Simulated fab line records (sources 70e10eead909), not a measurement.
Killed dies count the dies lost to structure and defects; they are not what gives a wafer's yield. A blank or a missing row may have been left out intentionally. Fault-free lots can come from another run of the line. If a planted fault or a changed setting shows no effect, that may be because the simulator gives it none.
fab line records -- flow nandHarc
record lots=6, wafers=18, lastDay=32
route steps=1302 shown A_SOURCE_PLATE@414 A_ONON_D1@424 END@1302
lots untouched by any fault: they come from a run of this same line in which no faults occurred
startH: hours from the record's first day to the start of the lot's first wafer shown -- waitH: hours from the lot's prior step to this one -- " identical to the entry in the row above -- L1.1+2: a row that stands for several wafers -- - either no value or no given start -- * or withheld: withheld -- < > ~ a bound
route shown NAME@n: NAME is a module with steps in the file, n the number in the route of the first one -- usual: the fault-free wafers' mean and standard deviation -- same: alike in all rows -- chamber/n: place in a boat -- sites: each site's reading -- _std_site: standard deviation across them -- _edge_site: the outer-site mean with the inner-site mean subtracted -- radiusMm: for every site, how far away it sits from the centre of the wafer -- mask NAME#n: copy n -- behind: tool/chamber where the wafer was last shaped -- hold: the reason the lot was held/the length of the hold in hours/how it ended -- device: transistor that didn't switch, given as n, p or np -- end of line: the route-end tests of the same wafers -- for a step that has no rows: nothing shown but its recipe -- killed: count of dies lost to structure and defects at first sort (not the wafer's yield) -- map: dies across one wafer; x = killed, . = not, _ = none there
set.NAME: setting as actually run; set.NAME@STEP: the setting as run at that earlier step -- model.NAME: the simulator's own value behind a step, which no gauge read
certain route steps with their lots: each step a table, each wafer a row
services: from which hour (startH, from the record's first day; less than 0 if before it) a tool's chamber was out of use, for how many hours, and why
## steps
# step NHARC_A_SOURCE_PLATE_SRD_01
# step NHARC_A_SOURCE_PLATE_OXIDE_02
# recipe targetThkA=100, tempC=900, oxTimeS=1362, material=SiO2
# step NHARC_A_SOURCE_PLATE_THK_MEAS_09
# recipe thkMeasGauge=ellipsometry
# usual thkNm=9.8/0.93
lot.wafer,tool,chamber,startH,waitH,thkNm
L756.1,filmMetro-01,-,180.75,0.4,11.2
L756.5,filmMetro-01,-,180.75,0.4,10.1
L756.6,filmMetro-01,-,180.75,0.4,10.4
L761.1,filmMetro-01,-,225.95,0.4,8.4
L761.3,filmMetro-01,-,225.95,0.4,10.9
L761.6,filmMetro-01,-,225.95,0.4,8.9
L762.2,filmMetro-02,-,242.93,0.4,9.3
L762.5,filmMetro-02,-,242.93,0.4,8.9
L762.6,filmMetro-02,-,242.93,0.4,10.9
L765.2,filmMetro-01,-,264.83,0.4,9.0
L765.3,filmMetro-01,-,264.83,0.4,11.3
L765.5,filmMetro-01,-,264.83,0.4,9.3
L774.1,filmMetro-01,-,358.26,0.4,10.0
L774.4,filmMetro-01,-,358.26,0.4,10.1
L774.6,filmMetro-01,-,358.26,0.4,9.7
L775.1,filmMetro-02,-,358.26,0.4,9.2
L775.2,filmMetro-02,-,358.26,0.4,9.7
L775.4,filmMetro-02,-,358.26,0.4,10.9
# step NHARC_A_SOURCE_PLATE_PVD_04
# recipe targetThkA=500, material=WSi2
# step NHARC_A_SOURCE_PLATE_CVD_03
# recipe targetThkA=2000, tempC=620, pressureMtorr=200, timeS=4000, material=poly-Si
# step NHARC_A_SOURCE_PLATE_ANNEAL_05
# recipe tempC=850, timeS=1800
# step NHARC_A_SOURCE_PLATE_THK_MEAS_06
# recipe thkMeasGauge=ellipsometry
# usual thkNm=200.8/2.3
lot.wafer,tool,chamber,startH,waitH,thkNm
L756.1,filmMetro-02,-,196.01,0.4,201.6
L756.5,filmMetro-02,-,196.01,0.4,202.6
L756.6,filmMetro-02,-,196.01,0.4,203.3
L761.1,filmMetro-02,-,238.64,0.4,202.0
L761.3,filmMetro-02,-,238.64,0.4,201.6
L761.6,filmMetro-02,-,238.64,0.4,199.2
L762.2,filmMetro-01,-,255.50,0.4,203.2
L762.5,filmMetro-01,-,255.50,0.4,203.1
L762.6,filmMetro-01,-,255.50,0.4,202.2
L765.2,filmMetro-01,-,277.30,0.4,200.6
L765.3,filmMetro-01,-,277.30,0.4,200.2
L765.5,filmMetro-01,-,277.30,0.4,199.9
L774.1,filmMetro-01,-,371.62,0.4,200.3
L774.4,filmMetro-01,-,371.62,0.4,198.8
L774.6,filmMetro-01,-,371.62,0.4,201.4
L775.1,filmMetro-02,-,371.62,0.4,201.1
L775.2,filmMetro-02,-,371.62,0.4,201.3
L775.4,filmMetro-02,-,371.62,0.4,201.7
# step NHARC_A_SOURCE_PLATE_INSPECT_08
# usual rawDefectCount=63/26
lot.wafer,tool,chamber,startH,waitH,rawDefectCount
L756.1,defectInspect-02,-,196.07,0.0,28
L756.5,defectInspect-02,-,196.07,0.0,42
L756.6,defectInspect-02,-,196.07,0.0,37
L761.1,defectInspect-01,-,238.70,0.0,57
L761.3,defectInspect-01,-,238.70,0.0,90
L761.6,defectInspect-01,-,238.70,0.0,81
L762.2,defectInspect-02,-,255.59,0.0,43
L762.5,defectInspect-02,-,255.59,0.0,24
L762.6,defectInspect-02,-,255.59,0.0,22
L765.2,defectInspect-02,-,277.36,0.0,64
L765.3,defectInspect-02,-,277.36,0.0,34
L765.5,defectInspect-02,-,277.36,0.0,34
L774.1,defectInspect-01,-,371.68,0.0,41
L774.4,defectInspect-01,-,371.68,0.0,41
L774.6,defectInspect-01,-,371.68,0.0,21
L775.1,defectInspect-02,-,371.68,0.0,44
L775.2,defectInspect-02,-,371.68,0.0,87
L775.4,defectInspect-02,-,371.68,0.0,98
# step NHARC_A_ONON_D1_DEP_00
# recipe targetThkA=10000, n2FlowSccm=2750, n2oFlowSccm=2000, nh3FlowSccm=500, sih4FlowSccm=210, tempC=400
# step NHARC_A_ONON_D1_THK_MEAS_02
# recipe thkMeasGauge=ellipsometry
# usual thkNm=996/9.3
lot.wafer,tool,chamber,startH,waitH,thkNm
L756.1,filmMetro-02,-,196.65,-,991
L756.5,filmMetro-02,-,196.65,-,990
L756.6,filmMetro-02,-,196.65,-,991
L761.1,filmMetro-02,-,239.28,-,1002
L761.3,filmMetro-02,-,239.28,-,1001
L761.6,filmMetro-02,-,239.28,-,1002
L762.2,filmMetro-01,-,256.17,-,981
L762.5,filmMetro-01,-,256.17,-,981
L762.6,filmMetro-01,-,256.17,-,983
L765.2,filmMetro-02,-,278.02,-,1003
L765.3,filmMetro-02,-,278.02,-,1004
L765.5,filmMetro-02,-,278.02,-,1003
L774.1,filmMetro-02,-,372.26,-,1004
L774.4,filmMetro-02,-,372.26,-,1003
L774.6,filmMetro-02,-,372.26,-,1004
L775.1,filmMetro-01,-,372.43,-,996
L775.2,filmMetro-01,-,372.43,-,996
L775.4,filmMetro-01,-,372.43,-,998
# step NHARC_A_ONON_D1_DEP_03
# recipe targetThkA=10000, n2FlowSccm=2750, n2oFlowSccm=2000, nh3FlowSccm=500, sih4FlowSccm=210, tempC=400
# usual n2oFlowSccm=1999/5.2
lot.wafer,tool,chamber,startH,waitH,n2oFlowSccm
L756.1,pecvdOnon-04,0,196.71,0.1,2004
L756.5,pecvdOnon-04,0,196.71,0.1,1999
L756.6,pecvdOnon-04,0,196.71,0.1,2001
L761.1,pecvdOnon-01,0,239.34,0.1,1997
L761.3,pecvdOnon-01,0,239.34,0.1,2001
L761.6,pecvdOnon-01,0,239.34,0.1,2005
L762.2,pecvdOnon-01,0,256.28,0.1,1989
L762.5,pecvdOnon-01,0,256.28,0.1,1996
L762.6,pecvdOnon-01,0,256.28,0.1,1990
L765.2,pecvdOnon-04,0,278.13,0.1,1989
L765.3,pecvdOnon-04,0,278.13,0.1,1992
L765.5,pecvdOnon-04,0,278.13,0.1,2000
L774.1,pecvdOnon-01,0,372.31,0.1,2001
L774.4,pecvdOnon-01,0,372.31,0.1,1999
L774.6,pecvdOnon-01,0,372.31,0.1,2008
L775.1,pecvdOnon-03,0,372.62,0.2,2003
L775.2,pecvdOnon-03,0,372.62,0.2,2000
L775.4,pecvdOnon-03,0,372.62,0.2,2004
# step NHARC_A_ONON_D1_THK_MEAS_05
# recipe thkMeasGauge=ellipsometry
# usual thkNm=1001/11
lot.wafer,tool,chamber,startH,waitH,thkNm
L756.1,filmMetro-01,-,197.22,-,1014
L756.5,filmMetro-01,-,197.22,-,1013
L756.6,filmMetro-01,-,197.22,-,1013
L761.1,filmMetro-02,-,239.87,-,1009
L761.3,filmMetro-02,-,239.87,-,1593
L761.6,filmMetro-02,-,239.87,-,1007
L762.2,filmMetro-02,-,256.73,-,1013
L762.5,filmMetro-02,-,256.73,-,1601
L762.6,filmMetro-02,-,256.73,-,1011
L765.2,filmMetro-02,-,278.59,-,1007
L765.3,filmMetro-02,-,278.59,-,1007
L765.5,filmMetro-02,-,278.59,-,1006
L774.1,filmMetro-02,-,372.82,-,989
L774.4,filmMetro-02,-,372.82,-,990
L774.6,filmMetro-02,-,372.82,-,991
L775.1,filmMetro-01,-,373.13,-,1001
L775.2,filmMetro-01,-,373.13,-,1000
L775.4,filmMetro-01,-,373.13,-,1001
# step NHARC_A_ONON_D1_DEP_06
# recipe targetThkA=10000, n2FlowSccm=2750, n2oFlowSccm=2000, nh3FlowSccm=500, sih4FlowSccm=210, tempC=400
# step NHARC_END_SORT_01
# recipe tempC=25
# usual killedAtArray=54/12, killedAtOther=0.7/1.1, killedAtPeriphery=3.9/2.8, killedDies=59/13, killedOpen=3.4/2, killedShort=2.5/1.7
# same grossDies=677
lot.wafer,tool,chamber,startH,waitH,killedAtArray,killedAtOther,killedAtPeriphery,killedDies,killedOpen,killedShort
L761.3,prober-02,0,640.33,3.1,674,0,3,677,1,4
L762.5,prober-01,0,655.05,3.7,671,0,6,677,6,5
# killed by level:class
L761.3 A_ONON_D1:areaDep=613 A_CHANNEL_HOLE_D1:chamberFilmFlake=26 A_CHANNEL_HOLE_D2:chamberFilmFlake=16 A_STAIRCASE:chamberFilmFlake=4 A_CONTACT:chamberFilmFlake=4 A_SLIT:chamberFilmFlake=2 A_WL_FILL:chamberFilmFlake=2 A_SOURCE_PLATE:geometricParticle:short=1
L762.5 A_ONON_D1:areaDep=614 A_SLIT:chamberFilmFlake=19 A_CHANNEL_HOLE_D2:chamberFilmFlake=15 A_BONDPAD:chamberFilmFlake=5 P_BONDPAD:chamberFilmFlake=3 A_CHANNEL_HOLE_D1:chamberFilmFlake=3 P_GATE:chamberFilmFlake=2 A_BLC:geometricParticle:open=2
# map L761.3 (x killed, . not)
____________x____________
_________xxxxxxx_________
_______xxxxxxxxxxx_______
______xxxxxxxxxxxxx______
_____xxxxxxxxxxxxxxx_____
____xxxxxxxxxxxxxxxxx____
____xxxxxxxxxxxxxxxxx____
___xxxxxxxxxxxxxxxxxxx___
___xxxxxxxxxxxxxxxxxxx___
__xxxxxxxxxxxxxxxxxxxxx__
__xxxxxxxxxxxxxxxxxxxxx__
_xxxxxxxxxxxxxxxxxxxxxxx_
_xxxxxxxxxxxxxxxxxxxxxxx_
_xxxxxxxxxxxxxxxxxxxxxxx_
_xxxxxxxxxxxxxxxxxxxxxxx_
_xxxxxxxxxxxxxxxxxxxxxxx_
xxxxxxxxxxxxxxxxxxxxxxxxx
xxxxxxxxxxxxxxxxxxxxxxxxx
xxxxxxxxxxxxxxxxxxxxxxxxx
xxxxxxxxxxxxxxxxxxxxxxxxx
xxxxxxxxxxxxxxxxxxxxxxxxx
_xxxxxxxxxxxxxxxxxxxxxxx_
_xxxxxxxxxxxxxxxxxxxxxxx_
_xxxxxxxxxxxxxxxxxxxxxxx_
_xxxxxxxxxxxxxxxxxxxxxxx_
_xxxxxxxxxxxxxxxxxxxxxxx_
__xxxxxxxxxxxxxxxxxxxxx__
__xxxxxxxxxxxxxxxxxxxxx__
___xxxxxxxxxxxxxxxxxxx___
___xxxxxxxxxxxxxxxxxxx___
____xxxxxxxxxxxxxxxxx____
____xxxxxxxxxxxxxxxxx____
_____xxxxxxxxxxxxxxx_____
______xxxxxxxxxxxxx______
_______xxxxxxxxxxx_______
_________xxxxxxx_________
____________x____________
# map L762.5 (x killed, . not)
____________x____________
_________xxxxxxx_________
_______xxxxxxxxxxx_______
______xxxxxxxxxxxxx______
_____xxxxxxxxxxxxxxx_____
____xxxxxxxxxxxxxxxxx____
____xxxxxxxxxxxxxxxxx____
___xxxxxxxxxxxxxxxxxxx___
___xxxxxxxxxxxxxxxxxxx___
__xxxxxxxxxxxxxxxxxxxxx__
__xxxxxxxxxxxxxxxxxxxxx__
_xxxxxxxxxxxxxxxxxxxxxxx_
_xxxxxxxxxxxxxxxxxxxxxxx_
_xxxxxxxxxxxxxxxxxxxxxxx_
_xxxxxxxxxxxxxxxxxxxxxxx_
_xxxxxxxxxxxxxxxxxxxxxxx_
xxxxxxxxxxxxxxxxxxxxxxxxx
xxxxxxxxxxxxxxxxxxxxxxxxx
xxxxxxxxxxxxxxxxxxxxxxxxx
xxxxxxxxxxxxxxxxxxxxxxxxx
xxxxxxxxxxxxxxxxxxxxxxxxx
_xxxxxxxxxxxxxxxxxxxxxxx_
_xxxxxxxxxxxxxxxxxxxxxxx_
_xxxxxxxxxxxxxxxxxxxxxxx_
_xxxxxxxxxxxxxxxxxxxxxxx_
_xxxxxxxxxxxxxxxxxxxxxxx_
__xxxxxxxxxxxxxxxxxxxxx__
__xxxxxxxxxxxxxxxxxxxxx__
___xxxxxxxxxxxxxxxxxxx___
___xxxxxxxxxxxxxxxxxxx___
____xxxxxxxxxxxxxxxxx____
____xxxxxxxxxxxxxxxxx____
_____xxxxxxxxxxxxxxx_____
______xxxxxxxxxxxxx______
_______xxxxxxxxxxx_______
_________xxxxxxx_________
____________x____________
## services
tool,chamber,startH,hours,kind
pecvdOnon-03,-,227.00,13.0,pm
pecvdOnon-03,-,252.67,1.8,repair
pecvdOnon-01,-,269.39,13.0,pm
pecvdOnon-04,-,311.03,13.0,pm
pecvdOnon-01,-,311.31,9.6,repair
## key
firstSign step=NHARC_A_ONON_D1_THK_MEAS_05, reading=thkNm, direction=up, sigmas=54, usual=1001, struck=1597
effect step=NHARC_END_SORT_01, reading=killedAtArray, direction=up, sigmas=50, usual=54, struck=672
moreKillsBornAt NHARC_A_ONON_D1_DEP_03@pecvdOnon-01=1227
metAt NHARC_A_ONON_D1_DEP_03
struckWafers L761.3,L762.5
laterRowsLeftOut L761.3,L762.5
testerLeftOut L761,L762
fault kind=processParameterDrift, tool=pecvdOnon-01, chamber=-, onsetH=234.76, steps=NHARC_A_ONON_D1_DEP_03, channel=targetThkA, offset=*, shape=step, endH=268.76, scope=struckWafersOnly, actsIn=*, stated=*
# testerLeftOut: of these lots the tester's yield and bins aren't shown, on N5 and GAA mostly nor the transistor test; their killed dies are dies lost to structure and defects alone, not to doping, threshold or leakage, so they don't give the yield
# laterRowsLeftOut: the simulator's readings of these wafers behind a module that went badly wrong aren't trusted and aren't shown, but for the sort
